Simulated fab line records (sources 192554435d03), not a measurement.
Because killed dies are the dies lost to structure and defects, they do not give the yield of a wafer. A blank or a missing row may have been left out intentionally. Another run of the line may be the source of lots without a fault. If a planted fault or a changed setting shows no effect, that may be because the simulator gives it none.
One fault through the eyes of 3 desks -- flow n5-finfet -- numbers are kept per desk, each desk with only its own; the story behind them comes last

== THE DEFECT DESK ==
For each lot, the counts of the inspections along the route, averaged over the sampled wafers that have a number. A lot is out of limits, marked OUT, if its mean lies more than 4 standard deviations from the usual mean; the brackets give that distance.
Columns: A = raw-defect-count at N5_SD_EPI_P_INSPECT_11, usual 1.9
lot,first seen here,A
L339,day 4 18:56,1.3
L341,day 5 06:10,1.3
L342,day 5 10:43,1.7
L345,day 6 07:29,1.0
L355,day 8 18:33,1.3
L356,day 8 23:52,1.3
This desk's finding: nothing out of limits on any of the 6 lots.

== DESK OF THE TOOL OWNER: rie-diel-04 ==
The tool's own readings at N5_SD_EPI_P_ETCHBACK_46 (etches SiNx in CH3F/O2, stops on SiO2, target depth 17.5 nm): means of the sampled wafers that have a number, for each lot that ran on this tool. A lot is out of limits, marked OUT, if its mean lies more than 4 standard deviations from the usual mean; the brackets give that distance.
Columns: A = bias-w at N5_SD_EPI_P_ETCHBACK_46, usual 73.00 W; B = drypump-motor-current-A at N5_SD_EPI_P_ETCHBACK_46, usual 5.9 A; C = oes-product-au at N5_SD_EPI_P_ETCHBACK_46, usual 0.67 a.u.; D = rf-vpp-V at N5_SD_EPI_P_ETCHBACK_46, usual 301 V; E = showerhead-plenum-p-Torr at N5_SD_EPI_P_ETCHBACK_46, usual 2.00 Torr; F = throttle-valve-pct at N5_SD_EPI_P_ETCHBACK_46, usual 16.4 %
lot,first seen here,A,B,C,D,E,F
L341,day 5 06:37,73.08,6.3,0.64,302,2.00,16.6
L355,day 8 19:00,73.05,5.7,0.48,303,2.06,16.7
L356,day 9 00:19,72.87,6.3,0.52,307,2.00,16.5
This desk's finding: nothing out of limits on any of the 3 lots.

== FROM THE METROLOGY DESK ==
What the gauges read for every lot (on any tool): the sampled wafers with a number, averaged. A lot is out of limits, marked OUT, if its mean lies more than 4 standard deviations from the usual mean; the brackets give that distance.
Columns: A = cd-nm at N5_SD_EPI_P_CD_MEAS_09, usual 240.2 nm; B = SD_P_BLK_OVL at N5_SD_EPI_P_OVL_MEAS_10, usual 0.1 nm
lot,first seen here,A,B
L339,day 4 18:52,240.2,0.6
L341,day 5 06:07,239.4,0.6
L342,day 5 10:40,240.4,-0.4
L345,day 6 07:26,240.5,0.5
L355,day 8 18:30,239.4,-0.4
L356,day 8 23:49,240.4,-0.0
This desk's finding: nothing out of limits on any of the 6 lots.

== PUT TOGETHER ==
No out-of-limits result turned up at the defect desk.
The desk of the tool owner found nothing out of limits.
The metrology desk saw nothing out of limits.

== WHAT WAS PUT IN BY THE SIMULATOR ==
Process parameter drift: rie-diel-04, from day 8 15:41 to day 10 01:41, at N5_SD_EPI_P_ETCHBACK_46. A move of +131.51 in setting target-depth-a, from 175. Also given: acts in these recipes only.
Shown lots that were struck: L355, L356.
